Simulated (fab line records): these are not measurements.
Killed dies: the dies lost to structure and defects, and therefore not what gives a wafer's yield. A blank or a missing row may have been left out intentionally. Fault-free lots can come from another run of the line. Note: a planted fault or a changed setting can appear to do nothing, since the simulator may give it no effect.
Code-filled problem report in 8D (eight disciplines) form	flow n5-finfet	the parts of the form that need people (team, actions taken, sign-off) are left out

1. WHAT WENT WRONG
Mean of killed_at_M4_up at N5_PASSIVATION_PROBE_49: 112 across 3 wafers in 2 lots; on wafers with no fault it is 13 (standard deviation 4.9). Measured from the usual mean, that is +20 standard deviations.
First seen on wafer L943.2, day 15 09:23, on prober-02. At this step, 21 wafers from 7 lots have a number in the record. The rule behind "out" and "out of limits": a value lying over 4 standard deviations away from the usual mean. All remaining wafers that have a number are taken as sound.

2. WHAT IT IS, WHAT IT ISN'T
question	is	is not
which readings at this step	killed_at_M4_up, defect-limited-yield, killed-dies, sort-n-pass, sort-yield-pct	killed_at_M0_to_M3, killed-at-contacts, killed-at-front-end, killed-at-other, killed-open, killed-short
which lots	L941, L943	L933, L934, L950, L953, L956
which wafers of those lots	L941.4, L941.6, L943.2	L941.1, L943.4, L943.5
read on which tools	prober-01, prober-02	-
when	from day 15 09:23	up to then (6 sound wafers); but 12 sound wafers of L941, L943, L950, L953, L956 came after

3. SUSPECTS, AND WHAT RULES EACH OUT
Counting: a tool at a process step up to the reading stays a suspect if it ran every lot that is out. Sound lots after the first of them don't rule it out here, since some wafers of a struck lot are sound.
- rie-diel-04 at N5_BEOL_M11_STRIP_77 (strips in N2/H2, time 10 s): kept. Ran every lot that is out, first one L943 (day 13 12:31); last sound lot up to then L934 (day 10 23:34).
- At N5_BEOL_M11_STRIP_77, inside rie-diel-04: chamber 2 took the wafers that are out, while their sound lot-mates went through chambers 0, 1, 3.
After counting, what remains is rie-diel-04 at N5_BEOL_M11_STRIP_77.

4. THE CAUSE (what the simulator had put in)
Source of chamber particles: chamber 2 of rie-diel-04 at N5_BEOL_M11_STRIP_77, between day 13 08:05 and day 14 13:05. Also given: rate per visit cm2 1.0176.
After counting, this tool was the only one left.

5. THE EFFECT CHAIN, in route order
Rows list readings where the struck wafers' mean (over those with a number) sits beyond 3 standard deviations from the usual. Only readings for which the record gives a usual standard deviation are gone through. hours: the time from each lot's start at the first step in this table that gives one to its start at this step, as a median over the lots. sigmas: the change in usual standard deviations.
hours	step	reading	usual	on struck wafers	change	sigmas
0	N5_PASSIVATION_PROBE_49	defect-limited-yield	91.3 %	83.5	-7.8	-5.2
0	N5_PASSIVATION_PROBE_49	killed_at_M4_up	13	112	+99	+20
0	N5_PASSIVATION_PROBE_49	killed-dies	103	194	+91	+5.1
0	N5_PASSIVATION_PROBE_49	killed-on-rim	13	27	+14	+3.2
0	N5_PASSIVATION_PROBE_49	sort_bin_5_function	5.2 %	10.0	+4.8	+4.8
0	N5_PASSIVATION_PROBE_49	sort-n-pass	1077	986	-91	-5.1
0	N5_PASSIVATION_PROBE_49	sort-yield-pct	91.3 %	83.5	-7.8	-5.2
Process steps it contains:
- N5_PASSIVATION_PROBE_49

6. WHAT WOULD HAVE CAUGHT IT SOONER
In this record no reading fell out of limits until day 15 09:23, 49 hours after the fault had begun at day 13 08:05.
Tool readings at N5_BEOL_M11_STRIP_77 with a usual standard deviation given in the record: none out on any struck wafer, hence no alarm at a limit of 4 standard deviations on them.
By day 15 09:23, every lot that is out (2) had started N5_BEOL_M11_STRIP_77 on rie-diel-04. Holding the tool at that point would not have protected any of them.
